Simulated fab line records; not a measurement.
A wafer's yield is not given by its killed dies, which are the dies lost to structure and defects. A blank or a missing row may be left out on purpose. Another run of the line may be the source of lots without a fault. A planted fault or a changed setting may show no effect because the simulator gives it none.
A struck lot beside a sound one :: flow nand_harc :: 14 steps out of a route of 1302
Sound: the wafers L191.1, L191.4, L191.5. Wafers L185.1, L185.4, L185.5 were the ones struck. The cause comes at the end.
At each step with rows: each side's tool, then ch and its chambers, then its first start. Under that, the readings that differ: sound wafers :: struck wafers :: difference of the means :: sigmas: that difference in standard deviations of wafers without a fault.
alike: words and numbers the same on both sides, and readings whose means are apart by under 2 such deviations; not compared: readings that were withheld, readings missing a value for some wafer, numbers with overlapping values and no deviation given by the record, and bounds like >300 which may hide the same value.
The two part at a step that has a row with sigmas, a row that says differs or no value, or rows on one side only. Numbers that don't overlap but have no deviation are shown without sigmas and don't part them. A reading missing from all wafers of one side parts the sides only when that side holds two or more wafers.

first, 2 steps without rows for these wafers: NHARC_A_SOURCE_PLATE_SRD_01; NHARC_A_SOURCE_PLATE_OXIDE_02 (material SiO2, target thk 10 nm, ox time 1362 s).
NHARC_A_SOURCE_PLATE_THK_MEAS_09: measures by ellipsometry.
  sound on film_metro-02 at day 14 01:49; struck on film_metro-02 at day 11 08:50
reading: thk_nm (nm)
sound: 7.3 8.8 10.4
struck: 11.2 10.2 12.0
difference: +2.3
sigmas: +2
then, 3 steps without rows for these wafers: NHARC_A_SOURCE_PLATE_PVD_04 (deposits WSi2, target thk 50 nm); NHARC_A_SOURCE_PLATE_CVD_03 (deposits poly-Si, target thk 200 nm, time 4000 s); NHARC_A_SOURCE_PLATE_ANNEAL_05 (time 1800 s).
NHARC_A_SOURCE_PLATE_THK_MEAS_06: measures by ellipsometry.
  sound on film_metro-02 at day 14 15:58; struck on film_metro-02 at day 11 21:19
  alike: thk_nm
NHARC_A_SOURCE_PLATE_INSPECT_08:
  sound on defect_inspect-02 at day 14 16:01; struck on defect_inspect-02 at day 11 21:26
  alike: raw_defect_count
after that, 1 step with no rows for these wafers: NHARC_A_ONON_D1_DEP_00 (target thk 1000 nm).
NHARC_A_ONON_D1_THK_MEAS_02: measures by ellipsometry.
  sound on film_metro-02 at day 14 16:38; struck on film_metro-02 at day 11 22:02
  alike: thk_nm
NHARC_A_ONON_D1_DEP_03: target thk 1000 nm.
  sound on pecvd_onon-03 ch 0, day 14 16:41; struck on pecvd_onon-04 ch 0, day 11 22:05
NHARC_A_ONON_D1_THK_MEAS_05: measures by ellipsometry.
  sound on film_metro-01 at day 14 17:13; struck on film_metro-02 at day 11 22:35
reading: thk_nm (nm)
sound: 982 982 981
struck: 1089 1089 1091
difference: +108
sigmas: +11
after that, 1 step with no rows for these wafers: NHARC_A_ONON_D1_DEP_06 (target thk 1000 nm).
-- break in the record here, with 16 days between the starts of the struck wafers on either side (left off in module A_ONON_D1, picked up again in module END, where the first step shown is number 1302 on the route) --
NHARC_END_SORT_01:
  here the record holds rows for the struck wafers (prober-01 ch 0, day 28 00:22) but none for the sound ones

== WHERE THEY PART ==
Last at NHARC_END_SORT_01 as far as this record goes, first at NHARC_A_SOURCE_PLATE_THK_MEAS_09.

WHY: what had been put in by the simulator
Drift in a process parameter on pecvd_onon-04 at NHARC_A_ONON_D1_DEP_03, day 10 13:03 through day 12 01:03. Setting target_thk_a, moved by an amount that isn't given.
